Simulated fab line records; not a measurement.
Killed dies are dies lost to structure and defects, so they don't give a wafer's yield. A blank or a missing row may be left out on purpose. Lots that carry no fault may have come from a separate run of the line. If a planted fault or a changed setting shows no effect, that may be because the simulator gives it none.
Split-lot study + flow n5-finfet + 7 lots, 21 wafers read, on a route of 1938 steps

ON THE SPLIT
At N5_FIN_CUT_COAT_19 (time 60 s, resist thk 20 nm), the setting spin-rpm was moved away from the recipe's 1500 rpm on 6 of the 21 wafers read, by -6.5% to +8.7%. For the rest of the wafers, this setting stayed at what the recipe calls for.

FROM THE SPLIT TO THE READING: what the file shows between them, 4 steps
- N5_FIN_CUT_COAT_29: time 60 s, resist thk 10 nm
- N5_FIN_CUT_COAT_02: resist thk 30 nm
- N5_FIN_CUT_DESCUM_13: chemistry O2, time 7 s
- N5_FIN_CUT_ETCH_30: etches underlayer in N2/H2, target depth 13 nm, time 10.4 s

THE READING
etch.depth-nm (the simulator's own value, which no gauge read), in nm, at N5_FIN_CUT_ETCH_20 (etches SiARC in CF4, target depth 26 nm, time 43.3 s). No usual value for it is given in the file. Average 20.01 nm, standard deviation 0.044 nm, over the 15 wafers here run with the recipe.

| wafer  | tool, chamber at the split | spin-rpm as run, rpm | against the recipe | etch.depth-nm, nm | against lot-mates on the recipe |
|--------|----------------------------|----------------------|--------------------|-------------------|---------------------------------|
| L082.4 | litho-track-04, 0          | 1500                 | recipe             | 20.03             | -                               |
| L082.5 | litho-track-04, 0          | 1402                 | -6.5%              | 20.66             | +0.64                           |
| L082.6 | litho-track-04, 0          | 1500                 | recipe             | 20                | -                               |
| L088.2 | litho-track-01, 0          | 1500                 | recipe             | 20.06             | -                               |
| L088.3 | litho-track-01, 0          | 1500                 | recipe             | 20.07             | -                               |
| L088.5 | litho-track-01, 0          | 1500                 | recipe             | 20.05             | -                               |
| L090.2 | litho-track-05, 0          | 1500                 | recipe             | 20.04             | -                               |
| L090.4 | litho-track-05, 0          | 1553                 | +3.5%              | 19.62             | -0.42                           |
| L090.6 | litho-track-05, 0          | 1553                 | +3.5%              | 19.63             | -0.41                           |
| L091.1 | litho-track-01, 0          | 1500                 | recipe             | 19.91             | -                               |
| L091.4 | litho-track-01, 0          | 1456                 | -2.9%              | 20.27             | +0.33                           |
| L091.6 | litho-track-01, 0          | 1500                 | recipe             | 19.96             | -                               |
| L092.3 | litho-track-04, 0          | 1631                 | +8.7%              | 19.19             | -0.84                           |
| L092.4 | litho-track-04, 0          | 1500                 | recipe             | 20.08             | -                               |
| L092.6 | litho-track-04, 0          | 1500                 | recipe             | 19.99             | -                               |
| L095.1 | litho-track-04, 0          | 1500                 | recipe             | 19.98             | -                               |
| L095.2 | litho-track-04, 0          | 1500                 | recipe             | 20                | -                               |
| L095.5 | litho-track-04, 0          | 1428                 | -4.8%              | 20.5              | +0.51                           |
| L096.1 | litho-track-01, 0          | 1500                 | recipe             | 19.99             | -                               |
| L096.3 | litho-track-01, 0          | 1500                 | recipe             | 20.02             | -                               |
| L096.5 | litho-track-01, 0          | 1500                 | recipe             | 20.03             | -                               |

THE FIT
A straight line over all 21 wafers: etch.depth-nm changes by -0.0982 nm for each +1% of spin-rpm; r = -0.99; the points scatter about the line by 0.043 nm.
The same after taking each lot's own level away (the mean of its wafers on the recipe; 21 wafers): -0.102 nm for each +1%; r = -1.00; scatter 0.03 nm.
Per that fit: largest spin-rpm move, reading shift of 0.89 nm.
Measured against the standard deviation above, the lots' own levels, which go from 19.935 to 20.060 nm, span 2.9 times it.
Hence the lot-to-lot level has little effect on the slope; both slopes agree.
Check: for one of the wafers moved furthest among these (+8.7%), held out of the fit, the line's prediction against its lot-mates is -0.939 nm. Against them it came out at -0.845 nm.

ADDITIONAL SPLITS CARRIED BY THESE WAFERS
Other splits were also applied to these wafers ahead of the reading. Each is held against what the fit with the lots' levels taken away leaves over:
| other split on the same wafers | wafers away from the commonest value | r with etch.depth-nm (lot level and that fit taken away) |
|--------------------------------|--------------------------------------|----------------------------------------------------------|
| N5_WELL_APT_COAT_02 spin-rpm   | 10                                   | -0.07                                                    |
| N5_WELL_APT_PEB_06 peb-temp-c  | 9                                    | -0.06                                                    |
| N5_FIN_SAQP_COAT_10 spin-rpm   | 8                                    | +0.08                                                    |
| N5_FIN_SAQP_PEB_14 peb-time-s  | 6                                    | -0.11                                                    |

THE WHOLE CHAIN: every reading that the file lists as answering this split, in the file's order
| step               | what it does                                         | reading                                                                          | change (the file's fit)                | r (the file's) |
|--------------------|------------------------------------------------------|----------------------------------------------------------------------------------|----------------------------------------|----------------|
| N5_FIN_CUT_COAT_19 | time 60 s, resist thk 20 nm                          | SiARC_of_FIN_CUT_COAT_19.thk-nm (the simulator's own value, which no gauge read) | -0.0909 nm for each +1% of the setting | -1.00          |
| N5_FIN_CUT_ETCH_20 | etches SiARC in CF4, target depth 26 nm, time 43.3 s | etch.depth-nm (the simulator's own value, which no gauge read)                   | -0.101 nm for each +1% of the setting  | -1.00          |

FILE'S OWN FIT
etch.depth-nm changes by -0.101 nm for each +1% of spin-rpm, r = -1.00.
